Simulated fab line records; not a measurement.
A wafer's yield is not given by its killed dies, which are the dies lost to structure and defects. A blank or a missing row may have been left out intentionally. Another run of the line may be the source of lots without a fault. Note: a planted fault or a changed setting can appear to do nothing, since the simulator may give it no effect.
Matching of chambers / flow nand harc / NHARC_A_CHANNEL_FILL_D1_ETCHBACK_19 on rie si-02: 4 sister chambers
The step etches the open film in HBr/Cl2, target depth 5 nm, time 1.7 s. 16 wafers are shown with their chamber, then 8 later ones without.

== WAFERS WITH THEIR CHAMBER ==
wafer=L079.1; chamber=0; oes product au (a.u.)=1.005; throttle valve pct (%)=26.430
wafer=L079.2; chamber=1; oes product au (a.u.)=0.998; throttle valve pct (%)=26.407
wafer=L079.5; chamber=3; oes product au (a.u.)=1.006; throttle valve pct (%)=26.413
wafer=L083.1; chamber=3; oes product au (a.u.)=1.021; throttle valve pct (%)=26.416
wafer=L083.2; chamber=1; oes product au (a.u.)=0.997; throttle valve pct (%)=26.412
wafer=L083.3; chamber=0; oes product au (a.u.)=1.000; throttle valve pct (%)=26.392
wafer=L083.4; chamber=2; oes product au (a.u.)=1.014; throttle valve pct (%)=26.407
wafer=L083.5; chamber=2; oes product au (a.u.)=1.018; throttle valve pct (%)=26.412
wafer=L083.6; chamber=1; oes product au (a.u.)=0.988; throttle valve pct (%)=26.405
wafer=L084.2; chamber=0; oes product au (a.u.)=0.980; throttle valve pct (%)=26.398
wafer=L084.3; chamber=3; oes product au (a.u.)=1.011; throttle valve pct (%)=26.397
wafer=L084.6; chamber=0; oes product au (a.u.)=0.993; throttle valve pct (%)=26.413
wafer=L086.3; chamber=2; oes product au (a.u.)=1.017; throttle valve pct (%)=26.408
wafer=L086.5; chamber=1; oes product au (a.u.)=0.983; throttle valve pct (%)=26.428
wafer=L086.6; chamber=2; oes product au (a.u.)=1.022; throttle valve pct (%)=26.408
wafer=L088.2; chamber=2; oes product au (a.u.)=1.012; throttle valve pct (%)=26.408

SIGNATURES, as means of the wafers listed above
reading=oes product au; chamber 0=0.99450; chamber 1=0.99150; chamber 2=1.01660; chamber 3=1.01267; scatter within a chamber=0.00756
reading=throttle valve pct; chamber 0=26.40825; chamber 1=26.41300; chamber 2=26.40860; chamber 3=26.40867; scatter within a chamber=0.0109
Rule: for each reading, subtract the chamber's mean from the wafer's reading, divide by that reading's scatter and square the result; add these up over the readings and take the root, which gives the wafer's distance from the chamber. The wafer belongs to the nearest chamber; if the next one is less than 2 further off, it can't be placed. How the scatter is found: for the shown wafers, subtract from each reading the mean of its chamber, square and add these, divide the total by (wafers less chambers), then take the root.

== WAFERS WITH NO CHAMBER GIVEN ==
wafer=L088.4; oes product au (a.u.)=1.020; throttle valve pct (%)=26.400
wafer=L088.5; oes product au (a.u.)=1.014; throttle valve pct (%)=26.405
wafer=L093.1; oes product au (a.u.)=1.019; throttle valve pct (%)=26.409
wafer=L093.2; oes product au (a.u.)=1.022; throttle valve pct (%)=26.395
wafer=L093.3; oes product au (a.u.)=1.001; throttle valve pct (%)=26.407
wafer=L097.4; oes product au (a.u.)=1.004; throttle valve pct (%)=26.424
wafer=L097.5; oes product au (a.u.)=1.007; throttle valve pct (%)=26.414
wafer=L097.6; oes product au (a.u.)=1.009; throttle valve pct (%)=26.418

== EACH ONE'S CHAMBER ==
wafer=L088.4; from the rows above=can't be placed: 2 or 3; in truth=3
wafer=L088.5; from the rows above=can't be placed: 3 or 2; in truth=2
wafer=L093.1; from the rows above=can't be placed: 2 or 3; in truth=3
wafer=L093.2; from the rows above=can't be placed: 2 or 3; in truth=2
wafer=L093.3; from the rows above=can't be placed: 0 or 1 or 3 or 2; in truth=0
wafer=L097.4; from the rows above=can't be placed: 3 or 0 or 1 or 2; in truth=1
wafer=L097.5; from the rows above=can't be placed: 3 or 2 or 0 or 1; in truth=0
wafer=L097.6; from the rows above=can't be placed: 3 or 2 or 0 or 1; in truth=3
0 of 8 placed correctly. Can't be placed from these rows: 8 (the true chamber is among the candidates in 8). Number placed wrongly: 0.
